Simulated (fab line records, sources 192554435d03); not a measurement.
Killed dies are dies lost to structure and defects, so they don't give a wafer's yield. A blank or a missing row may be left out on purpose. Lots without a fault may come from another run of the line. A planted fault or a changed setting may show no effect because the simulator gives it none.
Which tool did it? | flow n5_finfet | 24 lots, 72 wafers sampled, at 3 steps of a route of 1938

WHAT THE GAUGES READ, wafer by wafer
N5_BEOL_M0_OCD_MEAS_108.
lot  | measured     | on     | trench_depth_nm (nm)
L074 | day 6 00:12  | ocd-02 | 32.7 32.9 32.9
L075 | day 6 09:53  | ocd-02 | 32.1 33.1 31.9
L076 | day 6 14:02  | ocd-02 | 33.0 33.5 33.3
L077 | day 6 16:49  | ocd-02 | 33.7 33.4 32.9
L078 | day 7 00:48  | ocd-02 | 32.8 33.4 32.6
L079 | day 7 04:28  | ocd-02 | 32.4 32.6 32.8
L080 | day 7 11:43  | ocd-02 | 32.6 31.9 33.1
L081 | day 7 17:17  | ocd-01 | 32.5 32.4 32.3
L082 | day 8 04:58  | ocd-02 | 32.8 33.0 32.3
L083 | day 8 06:20  | ocd-01 | 32.7 33.4 33.3
L084 | day 8 16:16  | ocd-01 | 32.6 32.7 32.5
L085 | day 8 20:59  | ocd-01 | 32.6 31.8 32.4
L086 | day 9 00:50  | ocd-01 | 33.5 32.7 32.5
L087 | day 9 03:49  | ocd-02 | 34.0 34.2 32.6
L088 | day 9 12:32  | ocd-01 | 32.6 31.9 32.9
L089 | day 9 19:28  | ocd-01 | 33.3 32.7 33.2
L090 | day 9 20:28  | ocd-01 | 33.0 32.6 33.5
L091 | day 10 03:52 | ocd-02 | 32.4 32.5 32.9
L092 | day 10 09:34 | ocd-02 | 31.7 33.0 32.5
L093 | day 10 16:41 | ocd-01 | 32.0 32.7 32.1
L094 | day 10 20:40 | ocd-01 | 32.8 32.4 32.6
L095 | day 10 23:25 | ocd-02 | 33.2 33.7 32.6
L096 | day 11 07:59 | ocd-01 | 32.4 32.6 32.2
L097 | day 11 10:10 | ocd-02 | 32.3 32.2 32.9

WHICH TOOL RAN EACH LOT (tool, then ch and the chambers of the sampled wafers, then the start)
lot  | N5_BEOL_M0_SAQP_STRIP_75           | N5_BEOL_M0_CUTY_ETCH_62
L074 | rie_diel-03 ch 0,1,3, day 5 21:06  | rie_diel-01 ch 0,1, day 5 21:38
L075 | rie_diel-04 ch 0,1,3, day 6 05:44  | rie_diel-01 ch 0,1,3, day 6 07:25
L076 | rie_diel-05 ch 0,1,2, day 6 10:19  | rie_diel-02 ch 0,2,3, day 6 11:52
L077 | rie_diel-05 ch 0,2,3, day 6 12:23  | rie_diel-01 ch 0,3, day 6 13:56
L078 | rie_diel-04 ch 0,2,3, day 6 23:31  | rie_diel-02 ch 0,1,3, day 7 00:02
L079 | rie_diel-04 ch 1,2,3, day 7 02:42  | rie_diel-06 ch 2,3, day 7 03:05
L080 | rie_diel-04 ch 1,2,3, day 7 10:17  | rie_diel-06 ch 0,1, day 7 10:48
L081 | rie_diel-03 ch 0,1,3, day 7 13:16  | rie_diel-06 ch 0,2, day 7 13:47
L082 | rie_diel-03 ch 0,1,2, day 8 01:00  | rie_diel-01 ch 1,3, day 8 01:31
L083 | rie_diel-04 ch 0,1,3, day 8 04:44  | rie_diel-02 ch 0,1,2, day 8 05:24
L084 | rie_diel-03 ch 0,1,2, day 8 14:08  | rie_diel-01 ch 1,2,3, day 8 14:39
L085 | rie_diel-05 ch 1,2, day 8 18:52    | rie_diel-02 ch 2,3, day 8 19:38
L086 | rie_diel-04 ch 1,2,3, day 8 23:23  | rie_diel-01 ch 0,2,3, day 8 23:46
L087 | rie_diel-05 ch 0,1,2, day 9 01:35  | rie_diel-02 ch 1,2,3, day 9 02:31
L088 | rie_diel-05 ch 0,1,2, day 9 06:12  | rie_diel-02 ch 0,1,2, day 9 07:01
L089 | rie_diel-05 ch 0,1,2, day 9 15:53  | rie_diel-02 ch 0,1,2, day 9 16:35
L090 | rie_diel-05 ch 0,1, day 9 18:23    | rie_diel-02 ch 0,1, day 9 18:56
L091 | rie_diel-03 ch 2,3, day 10 01:22   | rie_diel-01 ch 0,1,2, day 10 01:59
L092 | rie_diel-05 ch 2,3, day 10 07:07   | rie_diel-06 ch 0,2,3, day 10 07:31
L093 | rie_diel-03 ch 0,1, day 10 15:09   | rie_diel-01 ch 0,1,3, day 10 15:40
L094 | rie_diel-05 ch 0,2,3, day 10 16:05 | rie_diel-02 ch 0,3, day 10 16:30
L095 | rie_diel-03 ch 0,1,3, day 10 21:24 | rie_diel-06 ch 0,1,2, day 10 21:55
L096 | rie_diel-05 ch 0,1, day 11 04:24   | rie_diel-02 ch 0,3, day 11 04:55
L097 | rie_diel-03 ch 0,3, day 11 08:28   | rie_diel-02 ch 0,1, day 11 09:01
- N5_BEOL_M0_SAQP_STRIP_75: strips in CF4.
- N5_BEOL_M0_CUTY_ETCH_62: etches SiARC in CF4, time 58.5 s.

WHAT THE TOOLS THEMSELVES READ (means of the sampled wafers that have a number; where no wafer has one, the mark that the record gives instead)
N5_BEOL_M0_SAQP_STRIP_75.
lot  | tool        | drypump_motor_current_A (A) | oes_product_au (a.u.) | rf_fwd_power_W (W) | rf_vpp_V (V) | showerhead_plenum_p_Torr (Torr) | throttle_valve_pct (%)
L074 | rie_diel-03 | 5.3                         | 0.176                 | 294.9              | 272.0        | 1.82                            | 13.79
L075 | rie_diel-04 | 5.4                         | 0.174                 | 293.2              | 269.7        | 1.73                            | 13.57
L076 | rie_diel-05 | 5.7                         | 0.179                 | 294.4              | 270.8        | 1.79                            | 13.33
L077 | rie_diel-05 | 5.4                         | 0.177                 | 293.4              | 272.3        | 1.81                            | 13.30
L078 | rie_diel-04 | 5.8                         | 0.172                 | 293.6              | 270.1        | 1.75                            | 13.70
L079 | rie_diel-04 | 5.8                         | 0.168                 | 294.3              | 269.7        | 1.75                            | 13.72
L080 | rie_diel-04 | 5.8                         | 0.168                 | 293.5              | 269.9        | 1.75                            | 13.72
L081 | rie_diel-03 | 5.3                         | 0.176                 | 294.5              | 270.5        | 1.81                            | 13.83
L082 | rie_diel-03 | 5.7                         | 0.179                 | 294.0              | 272.5        | 1.84                            | 13.67
L083 | rie_diel-04 | 5.4                         | 0.169                 | 292.3              | 270.5        | 1.72                            | 13.60
L084 | rie_diel-03 | 5.7                         | 0.177                 | 293.2              | 272.5        | 1.83                            | 13.69
L085 | rie_diel-05 | 5.7                         | 0.155                 | 294.2              | 271.5        | 1.79                            | 13.54
L086 | rie_diel-04 | 5.8                         | 0.170                 | 294.4              | 270.5        | 1.75                            | 13.74
L087 | rie_diel-05 | 5.7                         | 0.171                 | 293.4              | 270.8        | 1.78                            | 13.39
L088 | rie_diel-05 | 5.6                         | 0.173                 | 294.4              | 270.2        | 1.78                            | 13.39
L089 | rie_diel-05 | 5.7                         | 0.166                 | 293.3              | 270.2        | 1.78                            | 13.40
L090 | rie_diel-05 | 5.7                         | 0.175                 | 294.3              | 269.5        | 1.73                            | 13.39
L091 | rie_diel-03 | 5.8                         | 0.201                 | 294.6              | 271.1        | 1.79                            | 13.45
L092 | rie_diel-05 | 5.5                         | 0.173                 | 292.3              | 270.9        | 1.82                            | 13.34
L093 | rie_diel-03 | 5.4                         | 0.208                 | 293.9              | 272.0        | 1.81                            | 13.45
L094 | rie_diel-05 | 5.4                         | 0.189                 | 292.5              | 272.2        | 1.80                            | 13.17
L095 | rie_diel-03 | 5.3                         | 0.207                 | 294.9              | 271.3        | 1.81                            | 13.49
L096 | rie_diel-05 | 5.7                         | 0.218                 | 295.1              | 273.1        | 1.86                            | 13.02
L097 | rie_diel-03 | 5.5                         | 0.212                 | 297.0              | 270.8        | 1.76                            | 13.40

N5_BEOL_M0_CUTY_ETCH_62.
lot  | tool        | drypump_motor_current_A (A) | etch_rf_on_time_s (s) | oes_product_au (a.u.) | rf_fwd_power_W (W) | rf_vpp_V (V) | showerhead_plenum_p_Torr (Torr) | throttle_valve_pct (%)
L074 | rie_diel-01 | 5.8                         | 57.9                  | 0.62                  | 535.1              | 183.1        | 2.08                            | 15.83
L075 | rie_diel-01 | 5.7                         | 58.3                  | 0.67                  | 539.4              | 183.0        | 2.09                            | 15.72
L076 | rie_diel-02 | 5.4                         | 58.1                  | 0.73                  | 537.7              | 185.0        | 2.17                            | 15.43
L077 | rie_diel-01 | 5.8                         | 58.6                  | 0.71                  | 536.7              | 182.7        | 2.08                            | 15.63
L078 | rie_diel-02 | 5.4                         | 57.9                  | 0.74                  | 538.8              | 183.8        | 2.15                            | 15.43
L079 | rie_diel-06 | 5.3                         | 58.1                  | 0.77                  | 539.3              | 184.7        | 2.26                            | 15.50
L080 | rie_diel-06 | 6.2                         | 59.1                  | 0.72                  | 537.4              | 184.1        | 2.14                            | 15.57
L081 | rie_diel-06 | 5.4                         | 57.6                  | 0.78                  | 541.1              | 185.3        | 2.26                            | 15.52
L082 | rie_diel-01 | 5.6                         | 59.2                  | 0.68                  | 539.1              | 184.2        | 2.10                            | 15.63
L083 | rie_diel-02 | 5.7                         | 57.6                  | 0.72                  | 534.3              | 184.2        | 2.20                            | 15.36
L084 | rie_diel-01 | 5.8                         | 59.2                  | 0.71                  | 538.2              | 183.5        | 2.10                            | 15.59
L085 | rie_diel-02 | 5.4                         | 57.9                  | 0.70                  | 536.0              | 184.9        | 2.19                            | 15.51
L086 | rie_diel-01 | 6.0                         | 59.1                  | 0.71                  | 537.4              | 184.0        | 2.07                            | 15.63
L087 | rie_diel-02 | 5.3                         | 57.3                  | 0.71                  | 534.6              | 185.3        | 2.16                            | 15.51
L088 | rie_diel-02 | 5.7                         | 57.3                  | 0.71                  | 536.6              | 184.4        | 2.20                            | 15.39
L089 | rie_diel-02 | 5.7                         | 57.6                  | 0.71                  | 534.3              | 185.1        | 2.20                            | 15.39
L090 | rie_diel-02 | 5.7                         | 57.1                  | 0.72                  | 535.1              | 184.5        | 2.17                            | 15.37
L091 | rie_diel-01 | 5.9                         | 58.3                  | 0.66                  | 535.4              | 183.1        | 2.09                            | 15.74
L092 | rie_diel-06 | 5.3                         | 58.3                  | 0.73                  | 540.5              | 185.5        | 2.25                            | 15.51
L093 | rie_diel-01 | 5.7                         | 59.1                  | 0.62                  | 539.0              | 182.0        | 2.08                            | 15.81
L094 | rie_diel-02 | 5.4                         | 58.1                  | 0.70                  | 538.4              | 184.2        | 2.14                            | 15.48
L095 | rie_diel-06 | 5.8                         | 58.5                  | 0.71                  | 539.4              | 184.7        | 2.19                            | 15.60
L096 | rie_diel-02 | 5.5                         | 58.5                  | 0.69                  | 536.2              | 184.4        | 2.14                            | 15.48
L097 | rie_diel-02 | 5.7                         | 58.0                  | 0.69                  | 534.5              | 183.8        | 2.17                            | 15.42

THE ANSWER, worked out from the rows above alone
Rule: what is usual is taken from the lots themselves. Put in order of their means at a reading, lots are off if they are a third of the lots or fewer, leave a main group of 4 or more, and stand apart from it by a gap of 3 or more times the standard deviation of the main group's means; of several such gaps the widest counts. A main group whose means are all the same, to the digits that the tables above print for the reading, isn't used. A lot without any number at a reading at which 4 lots or more have one is off too. The other lots that the step has rows for count as sound. The gauges are gone through in route order, then the tools' own readings, and for those a lot's mean is taken as printed above. The first step at which some lot is off is used, and at that step the reading that is off furthest; a lot without a number counts as furthest.
No lot is off at any reading shown: from this, nothing can be told.

WHAT THE SIMULATOR HAD PUT IN
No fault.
